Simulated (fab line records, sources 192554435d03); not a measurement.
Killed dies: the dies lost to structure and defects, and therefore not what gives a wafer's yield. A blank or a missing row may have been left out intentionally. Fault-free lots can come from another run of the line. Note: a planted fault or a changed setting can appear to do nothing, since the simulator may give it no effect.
fab line records	flow n5-finfet
[record] lots = 7	wafers = 39
route steps=1938 shown DUMMY_GATE@248 SD_EPI_N@288 SD_EPI_P@310 SD_ACTIVATION@330
start-h: the number of hours between the record's first day and the start of the first shown wafer of the lot	wait-h: hours since the lot's step before	" as in the row above	L1.1+2: one row covering several wafers at once	- no value, or no start was given	* or withheld: withheld	< > ~ a bound
route shown NAME@n: names a module that has steps shown in the file, with the first one's number in the route	usual: average and standard deviation across the fault-free wafers	same: alike in all rows	chamber/n: place in a boat	sites: the reading at each site	_std_site: standard deviation of those values	_edge_site: mean of outer sites minus mean of inner sites	radius-mm: how far each site lies from the wafer's centre	mask NAME#n: copy n	behind: the last tool/chamber to shape the wafer	hold: the reason the lot was held/the length of the hold in hours/how it ended	device: the transistor (n, p or np) that didn't switch	end of line: the route-end tests of the same wafers	where a step has no rows: the recipe by itself	killed: count of dies lost to structure and defects at first sort (not the wafer's yield)	map: a wafer's dies, marking killed ones x, the rest . and places with no die _
set.NAME: the setting that was run; set.NAME@STEP: the one run at that earlier step	model.NAME: the simulator's own value behind a step, which no gauge read
lots with deliberately changed settings; one table per step, one row per wafer
[[steps]]
[step N5_DUMMY_GATE_ETCH_44]
[recipe] chemistry = HBr/O2	over-etch-frac = 0.7	target-depth-a = 1275	stop-on = SiO2	ion-energy-ev = 60	bias-w = 20	target = poly-Si	mask-material = SiO2	pressure-mtorr = 20	icp-w = 400	HBr_flow_sccm = 120	O2_flow_sccm = 10
lot.wafer	tool	chamber	start-h	wait-h	set.target-depth-a
L077.1+5+6	rie-si-03	1,2,1	67.23	0.0	1275
L087.1+4+5	rie-si-04	2,0,1	125.48	0.0	1275
L087.2+3+6	"	3,1,2	"	"	1178
L088.1+2+3+4+5+6	rie-si-04	3,2,0,1,2,3	130.23	0.0	1275
L089.1+4+6	rie-si-01	0,0,1	139.13	0.0	1411
L089.2+3+5	"	1,3,3	"	"	1275
L092.1+5+6	rie-si-01	3,2,1	154.30	0.0	1275
L092.2+3+4	"	1,0,2	"	"	1149
L095.1+2+4	rie-si-04	3,2,1	173.61	0.0	1432
L095.3+5+6	"	0,2,3	"	"	1275
L096.1+4+5	rie-si-01	0,2,2	180.68	0.0	1275
L096.2+3+6	"	1,3,1	"	"	1430
[step N5_DUMMY_GATE_CD_MEAS_24]
[recipe] target-cd-nm = 15
[usual] cd-nm = 14.97/0.3
lot.wafer	tool	chamber	start-h	wait-h	set.dose-mj@DUMMY_GATE_EXPOSE_12	cd-nm
L077.1	cd-sem-01	-	67.34	0.1	34	14.60
L077.5	"	-	"	"	34	14.74
L077.6	"	-	"	"	34	14.59
L087.1	cd-sem-03	-	125.59	0.1	32.19	15.66
L087.2	"	-	"	"	34	15.38
L087.3	"	-	"	"	32.19	15.67
L087.4	"	-	"	"	32.19	16.35
L087.5	"	-	"	"	34	14.79
L087.6	"	-	"	"	34	14.28
L088.1	cd-sem-01	-	130.34	0.1	32.14	16.13
L088.2	"	-	"	"	32.14	16.19
L088.3	"	-	"	"	34	14.73
L088.4	"	-	"	"	34	14.97
L088.5	"	-	"	"	32.14	16.01
L088.6	"	-	"	"	34	14.97
L089.1	cd-sem-01	-	139.24	0.1	34	14.76
L089.2	"	-	"	"	34	14.42
L089.3	"	-	"	"	34	14.77
L089.4	"	-	"	"	34	14.62
L089.5	"	-	"	"	34	14.82
L089.6	"	-	"	"	34	14.36
L092.1	cd-sem-02	-	154.41	0.1	36.72	13.66
L092.2	"	-	"	"	36.72	13.68
L092.3	"	-	"	"	34	14.67
L092.4	"	-	"	"	34	15.11
L092.5	"	-	"	"	36.72	13.54
L092.6	"	-	"	"	34	14.96
L095.1	cd-sem-01	-	173.72	0.1	34	15.33
L095.2	"	-	"	"	32.12	16.71
L095.3	"	-	"	"	32.12	16.17
L095.4	"	-	"	"	34	15.10
L095.5	"	-	"	"	32.12	16.80
L095.6	"	-	"	"	34	15.33
L096.1	cd-sem-03	-	180.79	0.1	34	15.12
L096.2	"	-	"	"	35.07	14.31
L096.3	"	-	"	"	34	15.43
L096.4	"	-	"	"	34	14.95
L096.5	"	-	"	"	35.07	13.81
L096.6	"	-	"	"	35.07	14.28
[step N5_SD_EPI_N_EPI_21]
[recipe] material = Si:P	dopant = P	temp-c = 680	pressure-torr = 255	time-s = 690
lot.wafer	tool	chamber	start-h	wait-h	set.pressure-torr	model.Si-P_of_SD_EPI_N_EPI_21.thk-nm
L077.1+5	epi-rpcvd-01	0	70.91	0.1	255	58.8
L077.6	"	0	72.31	1.4	255	59.8
L087.1	epi-rpcvd-03	0	128.65	0.1	208	54.8
L087.2+4	"	0	"	"	208	54.2
L087.3+5	"	0	"	"	208	54.4
L087.6	"	0	"	"	208	53.8
L088.1+4+6	epi-rpcvd-03	0	133.58	0.1	217.1	56
L088.2	"	0	"	"	217.1	55.8
L088.3+5	"	0	"	"	217.1	55.6
L089.1	epi-rpcvd-02	0	142.25	0.1	255	58.8
L089.2	"	0	"	"	255	60.2
L089.3+4+6	"	0	"	"	255	59.4
L089.5	"	0	"	"	255	60
L092.1	epi-rpcvd-01	0	157.82	0.1	255	59.4
L092.2	"	0	"	"	255	58.4
L092.3	"	0	"	"	255	57.6
L092.4+5+6	"	0	"	"	255	58.8
L095.1+2+6	epi-rpcvd-03	0	176.77	0.1	269.8	61.2
L095.3	"	0	"	"	269.8	60.6
L095.4	"	0	"	"	269.8	61.6
L095.5	"	0	"	"	269.8	61.4
L096.1	epi-rpcvd-03	0	184.85	0.1	305.9	64.8
L096.2+6	"	0	"	"	305.9	64.2
L096.3+4	"	0	"	"	305.9	64.6
L096.5	"	0	"	"	305.9	65
[step N5_SD_EPI_P_ETCHBACK_46]
[recipe] chemistry = CH3F/O2	mode = anisotropic-etchback	target = SiNx	target-depth-a = 175	stop-on = SiO2	over-etch-frac = 0.3	ion-energy-ev = 120	pressure-mtorr = 30	source-w = 395	bias-w = 73	Ar_flow_sccm = 150	CH3F_flow_sccm = 30	O2_flow_sccm = 20
lot.wafer	tool	chamber	start-h	wait-h	set.over-etch-frac
L077.1+5+6	rie-diel-01	2,0,1	74.75	0.0	0.3
L087.1+2+5	rie-diel-02	2,0,0	131.90	0.0	0.3
L087.3+4+6	"	1,1,2	"	"	0.2855
L088.1+3+4	rie-diel-01	1,0,2	136.88	0.0	0.3
L088.2+5+6	"	3,1,0	"	"	0.2899
L089.1+2+3	rie-diel-06	0,2,1	145.78	0.0	0.3185
L089.4+5+6	"	3,3,2	"	"	0.3
L092.1+2+3+4+5+6	rie-diel-06	0,3,1,2,0,3	161.02	0.0	0.3
L095.1+2+3	rie-diel-06	1,3,2	179.95	0.0	0.2773
L095.4+5+6	"	0,1,0	"	"	0.3
L096.1+2+3+4+5+6	rie-diel-06	3,1,0,2,1,2	188.05	0.0	0.3
[step N5_SD_EPI_P_ETCH_47]
[recipe] chemistry = CH3F/O2	target = SiOCN	target-depth-a = 250	mask-material = SOC	ion-energy-ev = 60	bias-w = 29	pressure-mtorr = 30	source-w = 410	Ar_flow_sccm = 150	CH3F_flow_sccm = 30	O2_flow_sccm = 20
[step N5_SD_EPI_P_ETCH_16]
[recipe] chemistry = CHF3/O2	target = SiO2	target-depth-a = 50	mask-material = SOC	pressure-mtorr = 30	source-w = 650	bias-w = 170	Ar_flow_sccm = 200	CHF3_flow_sccm = 50	O2_flow_sccm = 5	ion-energy-ev = 200
[step N5_SD_ACTIVATION_RTA_00]
[recipe] temp-c = 975	time-s = 0	ambient = N2	idle-temp-c = 600	ramp-up-c-per-s = 150	ramp-down-c-per-s = 60	cool-to-c = 600
[step N5_SD_ACTIVATION_LSA_01]
[recipe] temp-c = 1080	time-s = 0.0008	ambient = N2
[step N5_SD_ACTIVATION_RS_MEAS_03]
[recipe] thk-meas-gauge = four-point-probe
[usual] RS_SD_N = 21.86/0.28	RS_SD_P = 56.2/0.99
lot.wafer	tool	chamber	start-h	wait-h	set.pressure-torr@SD_EPI_N_EPI_21	RS_SD_N[ohm/sq]	RS_SD_P[ohm/sq]
L077.1	film-metro-01	-	78.48	0.2	255	22.31	54.9
L077.5	"	-	"	"	255	22.12	55.3
L077.6	"	-	"	"	255	21.92	55.3
L087.1	film-metro-01	-	135.63	0.2	208	23.82	57.4
L087.2	"	-	"	"	208	24.01	56.4
L087.3	"	-	"	"	208	24.08	57.1
L087.4	"	-	"	"	208	24.07	57.0
L087.5	"	-	"	"	208	24.01	56.6
L087.6	"	-	"	"	208	24.44	57.6
L088.1	film-metro-02	-	140.66	0.2	217.1	23.47	56.3
L088.2	"	-	"	"	217.1	23.54	55.8
L088.3	"	-	"	"	217.1	23.76	56.1
L088.4	"	-	"	"	217.1	23.67	55.2
L088.5	"	-	"	"	217.1	23.73	55.6
L088.6	"	-	"	"	217.1	23.58	56.4
L089.1	film-metro-02	-	149.53	0.2	255	22.00	57.1
L089.2	"	-	"	"	255	21.38	56.4
L089.3	"	-	"	"	255	21.75	57.0
L089.4	"	-	"	"	255	21.82	55.9
L089.5	"	-	"	"	255	21.53	56.0
L089.6	"	-	"	"	255	21.80	56.0
L092.1	film-metro-01	-	164.77	0.2	255	21.73	56.2
L092.2	"	-	"	"	255	22.21	56.3
L092.3	"	-	"	"	255	22.60	56.1
L092.4	"	-	"	"	255	22.02	56.8
L092.5	"	-	"	"	255	22.08	56.1
L092.6	"	-	"	"	255	21.98	56.9
L095.1	film-metro-02	-	183.71	0.2	269.8	20.89	54.2
L095.2	"	-	"	"	269.8	20.87	56.1
L095.3	"	-	"	"	269.8	21.12	55.3
L095.4	"	-	"	"	269.8	20.82	56.3
L095.5	"	-	"	"	269.8	20.98	56.9
L095.6	"	-	"	"	269.8	21.03	56.4
L096.1	film-metro-01	-	191.78	0.2	305.9	19.62	57.0
L096.2	"	-	"	"	305.9	19.68	56.3
L096.3	"	-	"	"	305.9	19.65	57.1
L096.4	"	-	"	"	305.9	19.73	57.0
L096.5	"	-	"	"	305.9	19.65	57.2
L096.6	"	-	"	"	305.9	19.77	56.9
[[key]]
[split] step = N5_DUMMY_GATE_ETCH_44	setting = target-depth-a	stated = 1275	by = wafer
response none clear
[split] step = N5_SD_EPI_N_EPI_21	setting = pressure-torr	stated = 255	by = lot
[response] step = N5_SD_EPI_N_EPI_21	reading = model.Si-P_of_SD_EPI_N_EPI_21.thk-nm	change = +0.262	per = 1%	r = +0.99
[response] step = N5_SD_ACTIVATION_RS_MEAS_03	reading = RS_SD_N	change = -0.116	per = 1%	r = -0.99
[split] step = N5_SD_EPI_P_ETCHBACK_46	setting = over-etch-frac	stated = 0.3	by = wafer
response none clear
split outside-this-file step=N5_DUMMY_GATE_EXPOSE_12 setting=dose-mj
// split outside-this-file: this setting was split too, and the file shows its column; the key of that split is in another file
